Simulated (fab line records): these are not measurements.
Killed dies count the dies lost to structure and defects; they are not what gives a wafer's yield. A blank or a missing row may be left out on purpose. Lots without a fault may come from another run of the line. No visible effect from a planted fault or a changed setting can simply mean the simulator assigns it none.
A lot that was struck, set against a sound lot :: flow n5Finfet :: 39 steps out of a route of 1938
Sound: the wafers L178.2, L178.3, L178.5. Struck: wafer L185.5 (left out: L185.1, L185.6 of the same lot, which were not struck); the cause appears at the end.
For every step that has rows: the tool of each side, followed by ch and its chambers, followed by its first start. Under that, the readings that differ: sound wafers :: struck wafers :: difference of the means :: sigmas: that difference in standard deviations of wafers without a fault.
alike: a reading whose means differ by less than 2 such deviations, as well as words and numbers matching on both sides. not compared: withheld readings; readings where some wafer has no value; bounds like >300 that might hide an equal value; numbers whose values overlap and for which the record gives no deviation.
Wherever a step has rows on one side only, a row that says differs or no value, or a row with sigmas, the two part there. When numbers do not overlap yet have no deviation, they are printed without sigmas and do not part them. A reading missing from all wafers of one side parts the sides only when that side holds two or more wafers.

first, 11 steps without rows for these wafers: N5_BEOL_M4_ANNEAL_89 (time 240 s); N5_BEOL_M4_SPUTTER_90 (material Cu, target thk 4.5 nm, time 8.29 s); N5_BEOL_M4_ANNEAL_91 (time 240 s); N5_BEOL_M4_SPUTTER_92 (material Cu, target thk 4.5 nm, time 8.29 s); N5_BEOL_M4_ANNEAL_93 (time 240 s); N5_BEOL_M4_SPUTTER_94 (material Cu, target thk 4.5 nm, time 8.29 s); N5_BEOL_M4_ANNEAL_95 (time 240 s); N5_BEOL_M4_SPUTTER_96 (material Cu, target thk 4.5 nm, time 8.29 s); N5_BEOL_M4_ECD_50 (material Cu, target thk 300 nm); N5_BEOL_M4_ANNEAL_51 (time 90 s); N5_BEOL_M4_CMP_52 (polishes, stops on SiOC, t overpolish 6.8 s, target thk 40 nm).
N5_BEOL_M4_PRE_CLEAN_60: time 15 s.
  sound on cvdCo-02 ch 0,1, day 10 08:18; struck on cvdCo-02 ch 0, day 12 03:35
  alike: heaterPowerOuterW, heaterPowerW
then, 3 steps without rows for these wafers: N5_BEOL_M4_CO_CAP_55 (material Co, precursor CCTBA/H2, target thk 2 nm, time 102.1 s); N5_BEOL_M4_PRE_CLEAN_56 (time 15 s); N5_BEOL_M4_DEP_57 (deposits SiCN from 3MS/NH3, target thk 8 nm, time 14 s).
N5_BEOL_M4_INSPECT_59: inspects for defects (darkfield).
  sound on defectInspect-01, day 10 08:33; struck on defectInspect-02, day 12 03:50
reading: rawDefectCount
sound: 77 74 68
struck: 514
difference: +441
sigmas: +19
N5_BEOL_M4_RC_MEAS_101:
  sound on prober-02 ch 0, day 10 08:44; struck on prober-02 ch 0, day 12 03:52
  alike: DIBL_N, DIBL_P, IOFF_N, IOFF_P, ION_N, ION_P, SS_N, SS_P, VT_N, VT_P
then, 13 steps without rows for these wafers: N5_BEOL_M5_ILD_DEP_00 (deposits SiCOH lowk from DEMS/porogen, target thk 140.64 nm, time 25.9 s); N5_BEOL_M5_CURE_79 (cures SiCOH lowk, time 240 s); N5_BEOL_M5_PECVD_70 (deposits SiO2 from TEOS/O2, target thk 16 nm, time 18 s); N5_BEOL_M5_HM_DEP_02 (deposits TiN, target thk 20 nm); N5_BEOL_M5_COAT_59 (time 60 s, resist thk 60 nm); N5_BEOL_M5_COAT_60 (time 60 s, resist thk 12 nm); N5_BEOL_M5_COAT_71 (time 60 s, resist thk 5 nm); N5_BEOL_M5_COAT_05 (resist thk 30 nm); N5_BEOL_M5_EBR_07; N5_BEOL_M5_SOFTBAKE_06 (time 60 s); N5_BEOL_M5_EXPOSE_08 (exposes mask M5, target cd 28 nm); N5_BEOL_M5_PEB_09 (peb time 60 s); N5_BEOL_M5_DEVELOP_10 (develop time 30 s).
N5_BEOL_M5_INSPECT_13: inspects for defects (brightfield).
  sound on defectInspect-01, day 10 10:52; struck on defectInspect-02, day 12 07:52
reading: rawDefectCount
sound: 402 414 306
struck: 1088
difference: +714
sigmas: +6
then, 6 steps without rows for these wafers: N5_BEOL_M5_DESCUM_16 (chemistry O2, time 7 s); N5_BEOL_M5_ETCH_72 (etches underlayer in N2/H2, target depth 6.5 nm, time 5.2 s); N5_BEOL_M5_ETCH_61 (etches SiARC in CF4, target depth 15.6 nm, time 26 s); N5_BEOL_M5_ETCH_62 (etches SOC in N2/H2, target depth 75 nm, overetch 15 nm, time 112.5 s); N5_BEOL_M5_STRIP_63 (strips in N2/H2); N5_BEOL_M5_STRIP_73 (strips in N2/H2).
N5_BEOL_M5_INSPECT_30: inspects for defects (brightfield).
  sound on defectInspect-01, day 10 12:54; struck on defectInspect-02, day 12 09:11
reading: rawDefectCount
sound: 389 410 314
struck: 1117
difference: +746
sigmas: +7
-- record jumps: 4 days separate the struck wafers' starts on either side; left off in module BEOL_M5, taken up again in module PASSIVATION, whose first shown step is the route's number 1936 --
N5_PASSIVATION_PROBE_49:
  rows exist in the record for the struck wafers here (prober-02, day 16 08:13), but not for the sound ones

## WHERE THEY PART
Earliest at N5_BEOL_M4_INSPECT_59; latest, in this record, at N5_PASSIVATION_PROBE_49.

WHY: the cause the simulator had injected
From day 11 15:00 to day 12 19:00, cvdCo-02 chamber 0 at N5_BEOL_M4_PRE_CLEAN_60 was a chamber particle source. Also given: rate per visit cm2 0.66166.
